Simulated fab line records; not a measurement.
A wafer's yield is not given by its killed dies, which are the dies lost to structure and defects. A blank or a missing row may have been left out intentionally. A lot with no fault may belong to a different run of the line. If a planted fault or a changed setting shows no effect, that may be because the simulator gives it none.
What tool caused it? || flow nandHarc || 24 lots, 72 wafers sampled, at 6 steps of a route of 1302

WHAT THE GAUGES SHOWED, per wafer
NHARC_A_CONTACT_CD_MEAS_80. Usual: cdNm at 289.6 nm, with a standard deviation of 0.62.
{"lot": "L074", "measured": "day 21 22:01", "on": "cdSem-01", "cdNm (nm)": "290.1 290.9 290.0", "flag": ""}
{"lot": "L076", "measured": "day 22 08:58", "on": "cdSem-02", "cdNm (nm)": "290.2 289.8 289.6", "flag": ""}
{"lot": "L075", "measured": "day 22 11:38", "on": "cdSem-02", "cdNm (nm)": "289.5 289.7 289.5", "flag": ""}
{"lot": "L077", "measured": "day 22 23:43", "on": "cdSem-03", "cdNm (nm)": "290.6 290.4 290.2", "flag": ""}
{"lot": "L078", "measured": "day 23 14:08", "on": "cdSem-03", "cdNm (nm)": "289.8 290.0 290.2", "flag": ""}
{"lot": "L079", "measured": "day 23 13:44", "on": "cdSem-03", "cdNm (nm)": "289.6 289.4 288.9", "flag": ""}
{"lot": "L080", "measured": "day 24 22:13", "on": "cdSem-02", "cdNm (nm)": "288.9 289.1 288.1", "flag": ""}
{"lot": "L083", "measured": "day 25 03:05", "on": "cdSem-03", "cdNm (nm)": "289.0 288.7 289.0", "flag": ""}
{"lot": "L081", "measured": "day 25 10:26", "on": "cdSem-03", "cdNm (nm)": "289.4 289.7 289.6", "flag": ""}
{"lot": "L085", "measured": "day 25 15:31", "on": "cdSem-02", "cdNm (nm)": "288.3 289.4 289.6", "flag": ""}
{"lot": "L082", "measured": "day 25 17:47", "on": "cdSem-01", "cdNm (nm)": "289.7 289.6 289.9", "flag": ""}
{"lot": "L084", "measured": "day 25 18:42", "on": "cdSem-02", "cdNm (nm)": "289.6 288.7 289.6", "flag": ""}
{"lot": "L086", "measured": "day 26 00:35", "on": "cdSem-02", "cdNm (nm)": "290.2 289.4 289.0", "flag": ""}
{"lot": "L087", "measured": "day 28 05:44", "on": "cdSem-01", "cdNm (nm)": "289.4 289.0 289.5", "flag": ""}
{"lot": "L089", "measured": "day 28 04:10", "on": "cdSem-02", "cdNm (nm)": "289.9 289.8 289.9", "flag": ""}
{"lot": "L088", "measured": "day 28 13:56", "on": "cdSem-03", "cdNm (nm)": "290.1 289.9 290.1", "flag": ""}
{"lot": "L090", "measured": "day 28 18:52", "on": "cdSem-03", "cdNm (nm)": "289.6 289.1 289.3", "flag": ""}
{"lot": "L093", "measured": "day 29 07:10", "on": "cdSem-03", "cdNm (nm)": "288.7 288.2 288.7", "flag": ""}
{"lot": "L091", "measured": "day 29 07:13", "on": "cdSem-02", "cdNm (nm)": "290.6 291.2 290.7", "flag": ""}
{"lot": "L092", "measured": "day 30 01:11", "on": "cdSem-02", "cdNm (nm)": "289.8 290.6 290.4", "flag": ""}
{"lot": "L094", "measured": "day 30 04:45", "on": "cdSem-02", "cdNm (nm)": "289.5 289.4 289.3", "flag": ""}
{"lot": "L095", "measured": "day 30 14:04", "on": "cdSem-02", "cdNm (nm)": "290.0 289.4 290.2", "flag": ""}
{"lot": "L097", "measured": "day 31 13:35", "on": "cdSem-03", "cdNm (nm)": "289.9 290.1 290.7", "flag": ""}
{"lot": "L096", "measured": "day 33 01:15", "on": "cdSem-01", "cdNm (nm)": "289.1 289.0 289.2", "flag": ""}

EACH LOT AND THE TOOL THAT RAN IT (in order: tool; ch and the chambers of the sampled wafers; start)
{"lot": "L074", "NHARC_A_CONTACT_ETCH_117": "harCapEtch-03 ch 0,1, day 21 07:41", "NHARC_A_CONTACT_ETCH_122": "harCapEtch-03 ch 0,1, day 21 08:32", "NHARC_A_CONTACT_DEP_57": "aclDep-01 ch 0, day 21 13:33", "NHARC_A_CONTACT_ETCH_78": "rieDiel-07 ch 1,2,3, day 21 20:22 or earlier", "NHARC_A_CONTACT_ETCH_129": "harCapEtch-02 ch 0,1, day 21 20:22"}
{"lot": "L076", "NHARC_A_CONTACT_ETCH_117": "harCapEtch-03 ch 0,1, day 21 21:37", "NHARC_A_CONTACT_ETCH_122": "harCapEtch-03 ch 0,1, day 21 22:28", "NHARC_A_CONTACT_DEP_57": "aclDep-02 ch 0, day 22 01:20", "NHARC_A_CONTACT_ETCH_78": "rieDiel-12 ch 0,3, day 22 07:16 or earlier", "NHARC_A_CONTACT_ETCH_129": "harCapEtch-02 ch 0, day 22 07:16"}
{"lot": "L075", "NHARC_A_CONTACT_ETCH_117": "harCapEtch-02 ch 0,1, day 21 23:44", "NHARC_A_CONTACT_ETCH_122": "harCapEtch-02 ch 0,1, day 22 00:35", "NHARC_A_CONTACT_DEP_57": "aclDep-03 ch 0, day 22 03:50", "NHARC_A_CONTACT_ETCH_78": "rieDiel-07 ch 2,3, day 22 09:57 or earlier", "NHARC_A_CONTACT_ETCH_129": "harCapEtch-02 ch 0,1, day 22 09:57"}
{"lot": "L077", "NHARC_A_CONTACT_ETCH_117": "harCapEtch-03 ch 0,1, day 22 10:22", "NHARC_A_CONTACT_ETCH_122": "harCapEtch-03 ch 0,1, day 22 11:31", "NHARC_A_CONTACT_DEP_57": "aclDep-02 ch 0, day 22 14:50", "NHARC_A_CONTACT_ETCH_78": "rieDiel-07 ch 0,3, day 22 21:22 or earlier", "NHARC_A_CONTACT_ETCH_129": "harCapEtch-03 ch 0,1, day 22 21:22"}
{"lot": "L078", "NHARC_A_CONTACT_ETCH_117": "harCapEtch-01 ch 0,1, day 23 01:53", "NHARC_A_CONTACT_ETCH_122": "harCapEtch-01 ch 0,1, day 23 02:44", "NHARC_A_CONTACT_DEP_57": "aclDep-01 ch 0, day 23 05:42", "NHARC_A_CONTACT_ETCH_78": "rieDiel-12 ch 0,2,3, day 23 12:26 or earlier", "NHARC_A_CONTACT_ETCH_129": "harCapEtch-02 ch 0,1, day 23 12:26"}
{"lot": "L079", "NHARC_A_CONTACT_ETCH_117": "harCapEtch-02 ch 0,1, day 23 02:09", "NHARC_A_CONTACT_ETCH_122": "harCapEtch-02 ch 0,1, day 23 03:00", "NHARC_A_CONTACT_DEP_57": "aclDep-02 ch 0, day 23 05:32", "NHARC_A_CONTACT_ETCH_78": "rieDiel-07 ch 1,3, day 23 12:01 or earlier", "NHARC_A_CONTACT_ETCH_129": "harCapEtch-01 ch 0,1, day 23 12:01"}
{"lot": "L080", "NHARC_A_CONTACT_ETCH_117": "harCapEtch-02 ch 0,1, day 24 04:59", "NHARC_A_CONTACT_ETCH_122": "harCapEtch-02 ch 0,1, day 24 06:07", "NHARC_A_CONTACT_DEP_57": "aclDep-02 ch 0, day 24 12:59", "NHARC_A_CONTACT_ETCH_78": "rieDiel-12 ch 0,1,2, day 24 20:29 or earlier", "NHARC_A_CONTACT_ETCH_129": "harCapEtch-02 ch 0,1, day 24 20:29"}
{"lot": "L083", "NHARC_A_CONTACT_ETCH_117": "harCapEtch-03 ch 0,1, day 24 14:47", "NHARC_A_CONTACT_ETCH_122": "harCapEtch-03 ch 0,1, day 24 15:38", "NHARC_A_CONTACT_DEP_57": "aclDep-01 ch 0, day 24 19:16", "NHARC_A_CONTACT_ETCH_78": "rieDiel-11 ch 0,1,2, day 25 01:22 or earlier", "NHARC_A_CONTACT_ETCH_129": "harCapEtch-03 ch 0,1, day 25 01:22"}
{"lot": "L081", "NHARC_A_CONTACT_ETCH_117": "harCapEtch-01 ch 0,1, day 24 20:04", "NHARC_A_CONTACT_ETCH_122": "harCapEtch-01 ch 0,1, day 24 20:55", "NHARC_A_CONTACT_DEP_57": "aclDep-01 ch 0, day 25 02:07", "NHARC_A_CONTACT_ETCH_78": "rieDiel-07 ch 0,1, day 25 08:45 or earlier", "NHARC_A_CONTACT_ETCH_129": "harCapEtch-02 ch 1, day 25 08:45"}
{"lot": "L085", "NHARC_A_CONTACT_ETCH_117": "harCapEtch-02 ch 0,1, day 25 03:53", "NHARC_A_CONTACT_ETCH_122": "harCapEtch-02 ch 0,1, day 25 04:44", "NHARC_A_CONTACT_DEP_57": "aclDep-01 ch 0, day 25 07:46", "NHARC_A_CONTACT_ETCH_78": "rieDiel-07 ch 0,1,3, day 25 13:49 or earlier", "NHARC_A_CONTACT_ETCH_129": "harCapEtch-02 ch 0,1, day 25 13:49"}
{"lot": "L082", "NHARC_A_CONTACT_ETCH_117": "harCapEtch-01 ch 1, day 25 05:45", "NHARC_A_CONTACT_ETCH_122": "harCapEtch-01 ch 1, day 25 06:36", "NHARC_A_CONTACT_DEP_57": "aclDep-03 ch 0, day 25 10:09", "NHARC_A_CONTACT_ETCH_78": "rieDiel-07 ch 1,2,3, day 25 16:05 or earlier", "NHARC_A_CONTACT_ETCH_129": "harCapEtch-03 ch 0,1, day 25 16:05"}
{"lot": "L084", "NHARC_A_CONTACT_ETCH_117": "harCapEtch-03 ch 0,1, day 25 06:41", "NHARC_A_CONTACT_ETCH_122": "harCapEtch-03 ch 0,1, day 25 07:50", "NHARC_A_CONTACT_DEP_57": "aclDep-01 ch 0, day 25 10:25", "NHARC_A_CONTACT_ETCH_78": "rieDiel-12 ch 0,1,2, day 25 17:00 or earlier", "NHARC_A_CONTACT_ETCH_129": "harCapEtch-01 ch 0,1, day 25 17:00"}
{"lot": "L086", "NHARC_A_CONTACT_ETCH_117": "harCapEtch-01 ch 0,1, day 25 10:06", "NHARC_A_CONTACT_ETCH_122": "harCapEtch-01 ch 0,1, day 25 10:57", "NHARC_A_CONTACT_DEP_57": "aclDep-02 ch 0, day 25 16:56", "NHARC_A_CONTACT_ETCH_78": "rieDiel-11 ch 1,2,3, day 25 22:52 or earlier", "NHARC_A_CONTACT_ETCH_129": "harCapEtch-03 ch 0,1, day 25 22:52"}
{"lot": "L087", "NHARC_A_CONTACT_ETCH_117": "harCapEtch-02 ch 0,1, day 27 14:14", "NHARC_A_CONTACT_ETCH_122": "harCapEtch-02 ch 0,1, day 27 15:22", "NHARC_A_CONTACT_DEP_57": "aclDep-03 ch 0, day 27 21:28", "NHARC_A_CONTACT_ETCH_78": "rieDiel-11 ch 0,1,2, day 28 03:59 or earlier", "NHARC_A_CONTACT_ETCH_129": "harCapEtch-01 ch 0,1, day 28 03:59"}
{"lot": "L089", "NHARC_A_CONTACT_ETCH_117": "harCapEtch-03 ch 0,1, day 27 14:53", "NHARC_A_CONTACT_ETCH_122": "harCapEtch-03 ch 0,1, day 27 15:44", "NHARC_A_CONTACT_DEP_57": "aclDep-01 ch 0, day 27 18:57", "NHARC_A_CONTACT_ETCH_78": "rieDiel-11 ch 0,2,3, day 28 01:58 or earlier", "NHARC_A_CONTACT_ETCH_129": "harCapEtch-02 ch 0,1, day 28 01:58"}
{"lot": "L088", "NHARC_A_CONTACT_ETCH_117": "harCapEtch-01 ch 0,1, day 28 01:08", "NHARC_A_CONTACT_ETCH_122": "harCapEtch-01 ch 0,1, day 28 01:59", "NHARC_A_CONTACT_DEP_57": "aclDep-03 ch 0, day 28 05:04", "NHARC_A_CONTACT_ETCH_78": "rieDiel-11 ch 0,1,2, day 28 11:51 or earlier", "NHARC_A_CONTACT_ETCH_129": "harCapEtch-02 ch 0,1, day 28 11:51"}
{"lot": "L090", "NHARC_A_CONTACT_ETCH_117": "harCapEtch-03 ch 0,1, day 28 02:46", "NHARC_A_CONTACT_ETCH_122": "harCapEtch-03 ch 0,1, day 28 03:36", "NHARC_A_CONTACT_DEP_57": "aclDep-02 ch 0, day 28 10:44", "NHARC_A_CONTACT_ETCH_78": "rieDiel-12 ch 0,1,3, day 28 17:03 or earlier", "NHARC_A_CONTACT_ETCH_129": "harCapEtch-01 ch 0,1, day 28 17:03"}
{"lot": "L093", "NHARC_A_CONTACT_ETCH_117": "harCapEtch-01 ch 1, day 28 14:02", "NHARC_A_CONTACT_ETCH_122": "harCapEtch-01 ch 1, day 28 14:53", "NHARC_A_CONTACT_DEP_57": "aclDep-01 ch 0, day 28 22:34", "NHARC_A_CONTACT_ETCH_78": "rieDiel-07 ch 0,1,2, day 29 05:03 or earlier", "NHARC_A_CONTACT_ETCH_129": "harCapEtch-02 ch 0,1, day 29 05:03"}
{"lot": "L091", "NHARC_A_CONTACT_ETCH_117": "harCapEtch-02 ch 0,1, day 28 15:28", "NHARC_A_CONTACT_ETCH_122": "harCapEtch-02 ch 0,1, day 28 16:36", "NHARC_A_CONTACT_DEP_57": "aclDep-02 ch 0, day 28 22:53", "NHARC_A_CONTACT_ETCH_78": "rieDiel-12 ch 0,2, day 29 05:27 or earlier", "NHARC_A_CONTACT_ETCH_129": "harCapEtch-01 ch 1, day 29 05:27"}
{"lot": "L092", "NHARC_A_CONTACT_ETCH_117": "harCapEtch-01 ch 0,1, day 29 13:05", "NHARC_A_CONTACT_ETCH_122": "harCapEtch-01 ch 0,1, day 29 13:56", "NHARC_A_CONTACT_DEP_57": "aclDep-01 ch 0, day 29 16:15", "NHARC_A_CONTACT_ETCH_78": "rieDiel-07 ch 1,3, day 29 23:07 or earlier", "NHARC_A_CONTACT_ETCH_129": "harCapEtch-01 ch 1, day 29 23:07"}
{"lot": "L094", "NHARC_A_CONTACT_ETCH_117": "harCapEtch-02 ch 0,1, day 29 15:28", "NHARC_A_CONTACT_ETCH_122": "harCapEtch-02 ch 0,1, day 29 16:37", "NHARC_A_CONTACT_DEP_57": "aclDep-01 ch 0, day 29 20:34", "NHARC_A_CONTACT_ETCH_78": "rieDiel-11 ch 0,2,3, day 30 02:44 or earlier", "NHARC_A_CONTACT_ETCH_129": "harCapEtch-02 ch 0,1, day 30 02:44"}
{"lot": "L095", "NHARC_A_CONTACT_ETCH_117": "harCapEtch-03 ch 0,1, day 30 02:15", "NHARC_A_CONTACT_ETCH_122": "harCapEtch-03 ch 0,1, day 30 03:06", "NHARC_A_CONTACT_DEP_57": "aclDep-03 ch 0, day 30 05:23", "NHARC_A_CONTACT_ETCH_78": "rieDiel-07 ch 1,2,3, day 30 12:21 or earlier", "NHARC_A_CONTACT_ETCH_129": "harCapEtch-03 ch 0, day 30 12:21"}
{"lot": "L097", "NHARC_A_CONTACT_ETCH_117": "harCapEtch-03 ch 0,1, day 30 22:29", "NHARC_A_CONTACT_ETCH_122": "harCapEtch-03 ch 0,1, day 30 23:20", "NHARC_A_CONTACT_DEP_57": "aclDep-01 ch 0, day 31 06:28", "NHARC_A_CONTACT_ETCH_78": "rieDiel-07 ch 0,1, day 31 11:55 or earlier", "NHARC_A_CONTACT_ETCH_129": "harCapEtch-02 ch 0,1, day 31 11:55"}
{"lot": "L096", "NHARC_A_CONTACT_ETCH_117": "harCapEtch-03 ch 1, day 32 13:16", "NHARC_A_CONTACT_ETCH_122": "harCapEtch-03 ch 1, day 32 14:07", "NHARC_A_CONTACT_DEP_57": "aclDep-02 ch 0, day 32 17:37", "NHARC_A_CONTACT_ETCH_78": "rieDiel-07 ch 0,1, day 32 23:32 or earlier", "NHARC_A_CONTACT_ETCH_129": "harCapEtch-03 ch 0,1, day 32 23:32"}
- NHARC_A_CONTACT_ETCH_117: etches the open film in C4F8/O2/Ar, time 190 s, target depth 1850 nm.
- NHARC_A_CONTACT_ETCH_122: etches the open film in C4F8/O2/Ar, time 190 s, target depth 1850 nm.
- NHARC_A_CONTACT_DEP_57: deposits aC, target thk 5300 nm.
- NHARC_A_CONTACT_ETCH_78: etches the open film in O2/COS, target depth 5300 nm, time 1378 s.
- NHARC_A_CONTACT_ETCH_129: etches the open film in C4F8/O2/Ar, time 197 s, target depth 1918 nm.

WHAT THE TOOLS THEMSELVES READ (means of the sampled wafers that have a number; where no wafer has one, the mark that the record gives instead)
NHARC_A_CONTACT_DEP_57. Usual: throttleValvePct at 35.000 %, with a standard deviation of 0.0096.
{"lot": "L074", "tool": "aclDep-01", "throttleValvePct (%)": 35.002, "flag": ""}
{"lot": "L076", "tool": "aclDep-02", "throttleValvePct (%)": 34.999, "flag": ""}
{"lot": "L075", "tool": "aclDep-03", "throttleValvePct (%)": 35.005, "flag": ""}
{"lot": "L077", "tool": "aclDep-02", "throttleValvePct (%)": 34.997, "flag": ""}
{"lot": "L078", "tool": "aclDep-01", "throttleValvePct (%)": 35.005, "flag": ""}
{"lot": "L079", "tool": "aclDep-02", "throttleValvePct (%)": 35.000, "flag": ""}
{"lot": "L080", "tool": "aclDep-02", "throttleValvePct (%)": 34.992, "flag": ""}
{"lot": "L083", "tool": "aclDep-01", "throttleValvePct (%)": 34.999, "flag": ""}
{"lot": "L081", "tool": "aclDep-01", "throttleValvePct (%)": 34.998, "flag": ""}
{"lot": "L085", "tool": "aclDep-01", "throttleValvePct (%)": 35.000, "flag": ""}
{"lot": "L082", "tool": "aclDep-03", "throttleValvePct (%)": 35.006, "flag": ""}
{"lot": "L084", "tool": "aclDep-01", "throttleValvePct (%)": 35.006, "flag": ""}
{"lot": "L086", "tool": "aclDep-02", "throttleValvePct (%)": 34.997, "flag": ""}
{"lot": "L087", "tool": "aclDep-03", "throttleValvePct (%)": 34.992, "flag": ""}
{"lot": "L089", "tool": "aclDep-01", "throttleValvePct (%)": 35.000, "flag": ""}
{"lot": "L088", "tool": "aclDep-03", "throttleValvePct (%)": 34.994, "flag": ""}
{"lot": "L090", "tool": "aclDep-02", "throttleValvePct (%)": 35.003, "flag": ""}
{"lot": "L093", "tool": "aclDep-01", "throttleValvePct (%)": 34.998, "flag": ""}
{"lot": "L091", "tool": "aclDep-02", "throttleValvePct (%)": 34.998, "flag": ""}
{"lot": "L092", "tool": "aclDep-01", "throttleValvePct (%)": 35.005, "flag": ""}
{"lot": "L094", "tool": "aclDep-01", "throttleValvePct (%)": 35.004, "flag": ""}
{"lot": "L095", "tool": "aclDep-03", "throttleValvePct (%)": 34.997, "flag": ""}
{"lot": "L097", "tool": "aclDep-01", "throttleValvePct (%)": 34.993, "flag": ""}
{"lot": "L096", "tool": "aclDep-02", "throttleValvePct (%)": 35.006, "flag": ""}

NHARC_A_CONTACT_ETCH_78. Usual: drypumpMotorCurrentA 5.8 A, standard deviation 0.42; o2FlowSccm 400.1 sccm, standard deviation 1.1; oesProductAu 0.999 a.u., standard deviation 0.0081; rfVppV 314.4 V, standard deviation 1.7; showerheadPlenumPTorr 3.14 Torr, standard deviation 0.097; throttleValvePct 28.331 %, standard deviation 0.0092.
{"lot": "L074", "tool": "rieDiel-07", "drypumpMotorCurrentA (A)": 5.9, "o2FlowSccm (sccm)": 400.5, "oesProductAu (a.u.)": 0.996, "rfVppV (V)": 315.7, "showerheadPlenumPTorr (Torr)": 3.23, "throttleValvePct (%)": 28.328, "flag": ""}
{"lot": "L076", "tool": "rieDiel-12", "drypumpMotorCurrentA (A)": 5.4, "o2FlowSccm (sccm)": 398.7, "oesProductAu (a.u.)": 1.002, "rfVppV (V)": 313.1, "showerheadPlenumPTorr (Torr)": 3.03, "throttleValvePct (%)": 28.321, "flag": ""}
{"lot": "L075", "tool": "rieDiel-07", "drypumpMotorCurrentA (A)": 5.8, "o2FlowSccm (sccm)": 399.8, "oesProductAu (a.u.)": 1.008, "rfVppV (V)": 316.3, "showerheadPlenumPTorr (Torr)": 3.24, "throttleValvePct (%)": 28.328, "flag": ""}
{"lot": "L077", "tool": "rieDiel-07", "drypumpMotorCurrentA (A)": 6.0, "o2FlowSccm (sccm)": 400.2, "oesProductAu (a.u.)": 0.998, "rfVppV (V)": 313.5, "showerheadPlenumPTorr (Torr)": 3.08, "throttleValvePct (%)": 28.329, "flag": ""}
{"lot": "L078", "tool": "rieDiel-12", "drypumpMotorCurrentA (A)": 5.5, "o2FlowSccm (sccm)": 399.7, "oesProductAu (a.u.)": 0.985, "rfVppV (V)": 313.9, "showerheadPlenumPTorr (Torr)": 3.08, "throttleValvePct (%)": 28.322, "flag": ""}
{"lot": "L079", "tool": "rieDiel-07", "drypumpMotorCurrentA (A)": 5.7, "o2FlowSccm (sccm)": 399.9, "oesProductAu (a.u.)": 0.994, "rfVppV (V)": 316.3, "showerheadPlenumPTorr (Torr)": 3.26, "throttleValvePct (%)": 28.329, "flag": ""}
{"lot": "L080", "tool": "rieDiel-12", "drypumpMotorCurrentA (A)": 5.3, "o2FlowSccm (sccm)": 401.8, "oesProductAu (a.u.)": 0.993, "rfVppV (V)": 314.0, "showerheadPlenumPTorr (Torr)": 3.13, "throttleValvePct (%)": 28.323, "flag": ""}
{"lot": "L083", "tool": "rieDiel-11", "drypumpMotorCurrentA (A)": 6.2, "o2FlowSccm (sccm)": 400.0, "oesProductAu (a.u.)": 1.002, "rfVppV (V)": 315.2, "showerheadPlenumPTorr (Torr)": 3.19, "throttleValvePct (%)": 28.336, "flag": ""}
{"lot": "L081", "tool": "rieDiel-07", "drypumpMotorCurrentA (A)": 6.2, "o2FlowSccm (sccm)": 399.3, "oesProductAu (a.u.)": 1.006, "rfVppV (V)": 312.9, "showerheadPlenumPTorr (Torr)": 3.06, "throttleValvePct (%)": 28.334, "flag": ""}
{"lot": "L085", "tool": "rieDiel-07", "drypumpMotorCurrentA (A)": 5.9, "o2FlowSccm (sccm)": 399.5, "oesProductAu (a.u.)": 0.992, "rfVppV (V)": 314.9, "showerheadPlenumPTorr (Torr)": 3.16, "throttleValvePct (%)": 28.330, "flag": ""}
{"lot": "L082", "tool": "rieDiel-07", "drypumpMotorCurrentA (A)": 5.9, "o2FlowSccm (sccm)": 399.9, "oesProductAu (a.u.)": 1.004, "rfVppV (V)": 315.2, "showerheadPlenumPTorr (Torr)": 3.22, "throttleValvePct (%)": 28.328, "flag": ""}
{"lot": "L084", "tool": "rieDiel-12", "drypumpMotorCurrentA (A)": 5.3, "o2FlowSccm (sccm)": 399.1, "oesProductAu (a.u.)": 0.995, "rfVppV (V)": 313.3, "showerheadPlenumPTorr (Torr)": 3.12, "throttleValvePct (%)": 28.320, "flag": ""}
{"lot": "L086", "tool": "rieDiel-11", "drypumpMotorCurrentA (A)": 5.8, "o2FlowSccm (sccm)": 400.8, "oesProductAu (a.u.)": 1.002, "rfVppV (V)": 314.2, "showerheadPlenumPTorr (Torr)": 3.15, "throttleValvePct (%)": 28.337, "flag": ""}
{"lot": "L087", "tool": "rieDiel-11", "drypumpMotorCurrentA (A)": 6.2, "o2FlowSccm (sccm)": 400.6, "oesProductAu (a.u.)": 1.011, "rfVppV (V)": 314.8, "showerheadPlenumPTorr (Torr)": 3.18, "throttleValvePct (%)": 28.328, "flag": ""}
{"lot": "L089", "tool": "rieDiel-11", "drypumpMotorCurrentA (A)": 5.8, "o2FlowSccm (sccm)": 399.7, "oesProductAu (a.u.)": 1.003, "rfVppV (V)": 314.0, "showerheadPlenumPTorr (Torr)": 3.13, "throttleValvePct (%)": 28.335, "flag": ""}
{"lot": "L088", "tool": "rieDiel-11", "drypumpMotorCurrentA (A)": 6.2, "o2FlowSccm (sccm)": 399.8, "oesProductAu (a.u.)": 1.000, "rfVppV (V)": 314.2, "showerheadPlenumPTorr (Torr)": 3.18, "throttleValvePct (%)": 28.326, "flag": ""}
{"lot": "L090", "tool": "rieDiel-12", "drypumpMotorCurrentA (A)": 5.5, "o2FlowSccm (sccm)": 400.4, "oesProductAu (a.u.)": 0.999, "rfVppV (V)": 312.7, "showerheadPlenumPTorr (Torr)": 3.05, "throttleValvePct (%)": 28.328, "flag": ""}
{"lot": "L093", "tool": "rieDiel-07", "drypumpMotorCurrentA (A)": 6.1, "o2FlowSccm (sccm)": 400.5, "oesProductAu (a.u.)": 0.991, "rfVppV (V)": 314.3, "showerheadPlenumPTorr (Torr)": 3.11, "throttleValvePct (%)": 28.339, "flag": ""}
{"lot": "L091", "tool": "rieDiel-12", "drypumpMotorCurrentA (A)": 5.3, "o2FlowSccm (sccm)": 399.3, "oesProductAu (a.u.)": 1.007, "rfVppV (V)": 314.1, "showerheadPlenumPTorr (Torr)": 3.11, "throttleValvePct (%)": 28.339, "flag": ""}
{"lot": "L092", "tool": "rieDiel-07", "drypumpMotorCurrentA (A)": 5.7, "o2FlowSccm (sccm)": 399.9, "oesProductAu (a.u.)": 0.997, "rfVppV (V)": 315.2, "showerheadPlenumPTorr (Torr)": 3.25, "throttleValvePct (%)": 28.324, "flag": ""}
{"lot": "L094", "tool": "rieDiel-11", "drypumpMotorCurrentA (A)": 5.8, "o2FlowSccm (sccm)": 399.5, "oesProductAu (a.u.)": 1.009, "rfVppV (V)": 313.8, "showerheadPlenumPTorr (Torr)": 3.12, "throttleValvePct (%)": 28.339, "flag": ""}
{"lot": "L095", "tool": "rieDiel-07", "drypumpMotorCurrentA (A)": 5.9, "o2FlowSccm (sccm)": 400.9, "oesProductAu (a.u.)": 0.996, "rfVppV (V)": 315.9, "showerheadPlenumPTorr (Torr)": 3.21, "throttleValvePct (%)": 28.325, "flag": ""}
{"lot": "L097", "tool": "rieDiel-07", "drypumpMotorCurrentA (A)": 6.0, "o2FlowSccm (sccm)": 400.4, "oesProductAu (a.u.)": 0.997, "rfVppV (V)": 314.7, "showerheadPlenumPTorr (Torr)": 3.14, "throttleValvePct (%)": 28.331, "flag": ""}
{"lot": "L096", "tool": "rieDiel-07", "drypumpMotorCurrentA (A)": 6.0, "o2FlowSccm (sccm)": 401.0, "oesProductAu (a.u.)": 0.998, "rfVppV (V)": 314.3, "showerheadPlenumPTorr (Torr)": 3.14, "throttleValvePct (%)": 28.335, "flag": ""}

THE ANSWER, worked out from the rows above alone
Rule: a lot is off if the mean of its wafers that have a number lies more than 3 standard deviations from the usual mean. A lot without any number at a reading at which 4 lots or more have one is off too. The other lots that the step has rows for count as sound. The gauges are gone through in route order, then the tools' own readings, and for those a lot's mean is taken as printed above. At the first step where some lot is off, the reading lying furthest off is the one used; lots without a number count as furthest.
Nothing can be told from this: no lot is off at any reading shown.

WHAT WAS PUT IN BY THE SIMULATOR
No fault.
